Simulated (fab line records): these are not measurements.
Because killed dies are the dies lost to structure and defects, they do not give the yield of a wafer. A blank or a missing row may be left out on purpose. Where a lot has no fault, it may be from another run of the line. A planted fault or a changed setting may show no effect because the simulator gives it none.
Chamber matching :: flow n5_finfet :: N5_SDB_DESCUM_16 on rie_diel-01: 4 sister chambers
The step chemistry O2, time 7.9 s. 4 wafers are shown with their chamber, then 7 later ones without.

## WAFERS PAIRED WITH THEIR CHAMBERS
wafer: L078.2
chamber: 0
showerhead_plenum_p_Torr (Torr): 1.99

wafer: L081.1
chamber: 1
showerhead_plenum_p_Torr (Torr): 2.12

wafer: L084.1
chamber: 3
showerhead_plenum_p_Torr (Torr): 2.18

wafer: L084.2
chamber: 2
showerhead_plenum_p_Torr (Torr): 2.06

## WAFERS WITH NO CHAMBER GIVEN
wafer: L084.5
showerhead_plenum_p_Torr (Torr): 1.99

wafer: L088.1
showerhead_plenum_p_Torr (Torr): 2.11

wafer: L088.4
showerhead_plenum_p_Torr (Torr): 1.98

wafer: L088.5
showerhead_plenum_p_Torr (Torr): 2.18

wafer: L097.1
showerhead_plenum_p_Torr (Torr): 2.17

wafer: L097.2
showerhead_plenum_p_Torr (Torr): 2.05

wafer: L097.3
showerhead_plenum_p_Torr (Torr): 1.98

## CHAMBER TAKEN BY EACH
wafer: L084.5
from the rows above: 0
in truth: 0

wafer: L088.1
from the rows above: 1
in truth: 1

wafer: L088.4
from the rows above: 0
in truth: 0

wafer: L088.5
from the rows above: 3
in truth: 3

wafer: L097.1
from the rows above: 3
in truth: 3

wafer: L097.2
from the rows above: 2
in truth: 2

wafer: L097.3
from the rows above: 0
in truth: 0
7 of 7 placed correctly. From these rows, 0 cannot be placed. 0 placed wrongly.
How it was worked out, from the rows above alone: a wafer's distance from a chamber is the root of the sum, over the readings, of the square of ((its reading less the chamber's mean) divided by the reading's scatter). If the next closest chamber is less than 2 further off than the closest, the wafer can't be placed; otherwise it belongs to the closest. Each chamber's mean is taken over the wafers shown for it. The scatter: with one shown wafer a chamber, the root of the mean of the squares of how far each hidden wafer lies from its nearest shown one.
